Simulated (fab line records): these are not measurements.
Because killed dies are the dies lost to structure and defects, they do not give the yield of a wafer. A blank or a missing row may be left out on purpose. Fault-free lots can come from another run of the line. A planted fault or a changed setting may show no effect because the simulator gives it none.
A lot that was struck, set against a sound lot | flow nand harc | 14 steps out of a route of 1159
Sound: the wafers L782.2, L782.4, L782.5. Struck: wafers L773.2, L773.3, L773.6. At the end, the cause is stated.
Per side, at each step with rows, come the tool, then ch with its chambers, and then its first start. Under that, the readings that differ: sound wafers | struck wafers | difference of the means | sigmas: that difference in standard deviations of wafers without a fault.
alike: readings with means less than 2 such deviations apart, plus words and numbers identical on both sides. not compared: withheld readings, readings lacking a value on some wafer, bounds such as >300 that could conceal the same value, and numbers that have no deviation in the record and whose values overlap.
The two part at a step that has a row with sigmas, a row that says differs or no value, or rows on one side only. Numbers that don't overlap but have no deviation are shown without sigmas and don't part them. Lack of a reading on every wafer of one side parts them only where that side has two or more wafers.

first, 1 step without rows for these wafers: NHARC_P_M0_DEVELOP_08 (develop time 35 s).
NHARC_P_M0_CD_MEAS_09: the cd target is 90 nm.
  sound on cd sem-02 ch 0, day 9 22:24; struck on cd sem-02 ch 0, day 8 01:53
  reading    | sound          | struck         | difference | sigmas
  cd nm (nm) | 89.6 89.6 88.7 | 90.6 90.8 91.6 | +1.7       | +2
NHARC_P_M0_OVL_MEAS_10: pitch 180 nm.
  sound: overlay-01 at day 9 22:29; struck: overlay-02 at day 8 01:58
  alike: overlay x nm, overlay y nm
NHARC_P_M0_INSPECT_11:
  sound: defect inspect-01 at day 9 22:31; struck: defect inspect-02 at day 8 02:00
  reading          | sound | struck  | difference | sigmas
  raw defect count | 2 3 3 | 10 7 12 | +7         | +3
NHARC_P_M0_DESCUM_14: chemistry O2, time 3 s.
  sound on rie diel-04 ch 0,1,3, day 9 22:36; struck on rie diel-04 ch 0,1,3, day 8 02:04
  alike: drypump motor current A, oes product au, rf vpp V, showerhead plenum p Torr, throttle valve pct
  not compared: rf hours counter h
then, 1 step without rows for these wafers: NHARC_P_M0_ETCH_34 (etches the open film in N2/H2, target depth 40 nm, overetch 12 nm, time 43.94 s).
NHARC_P_M0_ETCH_15: etches the open film in C4F8/Ar, target depth 150 nm, overetch 15 nm, time 82.5 s.
  sound: rie diel-04 ch 0,1,3; struck: rie diel-04 ch 0,2
  alike: oes product au, rf vpp V
  not compared: rf hours counter h
NHARC_P_M0_CD_MEAS_16:
  sound: cd sem-01 at day 9 22:56; struck: cd sem-01 at day 8 02:23
  alike: cd nm
NHARC_P_M0_STRIP_18: strips in N2/H2.
  sound on rie diel-07 ch 1,3, day 9 23:00; struck on rie diel-07 ch 0,1, day 8 02:29
  alike: drypump motor current A, oes product au, rf vpp V, showerhead plenum p Torr, throttle valve pct
  not compared: rf hours counter h
then, 2 steps without rows for these wafers: NHARC_P_M0_STRIP_19 (strips in post etch residue remover, time 600 s); NHARC_P_M0_DEGAS_28 (time 60 s).
NHARC_P_M0_PRE_CLEAN_29: time 30 s.
  sound on pvd sputter-03; struck on pvd sputter-01
  alike: heater power w
NHARC_P_M0_PVD_20: deposits TaN, target thk 5 nm, time 8.06 s.
  sound: pvd sputter-03 at day 9 23:41; struck: pvd sputter-01 at day 8 03:07
  no value came back on the struck wafers for bias v (V), cathode dc power W (W), throttle valve pct (%); on the sound wafers bias v (V) reads 170.5 165.9 166.6
NHARC_P_M0_PVD_21: deposits Cu, target thk 30 nm, time 20.49 s.
  sound on pvd sputter-03; struck on pvd sputter-01
  alike: cathode dc power W, chamber pressure pa, throttle valve pct

WHERE THEY PART
At NHARC_P_M0_CD_MEAS_09 first; at NHARC_P_M0_PVD_20 last (within this record only). Later steps at which nothing parts them and some readings are alike: NHARC_P_M0_PVD_21.

WHY: whatever the simulator had introduced
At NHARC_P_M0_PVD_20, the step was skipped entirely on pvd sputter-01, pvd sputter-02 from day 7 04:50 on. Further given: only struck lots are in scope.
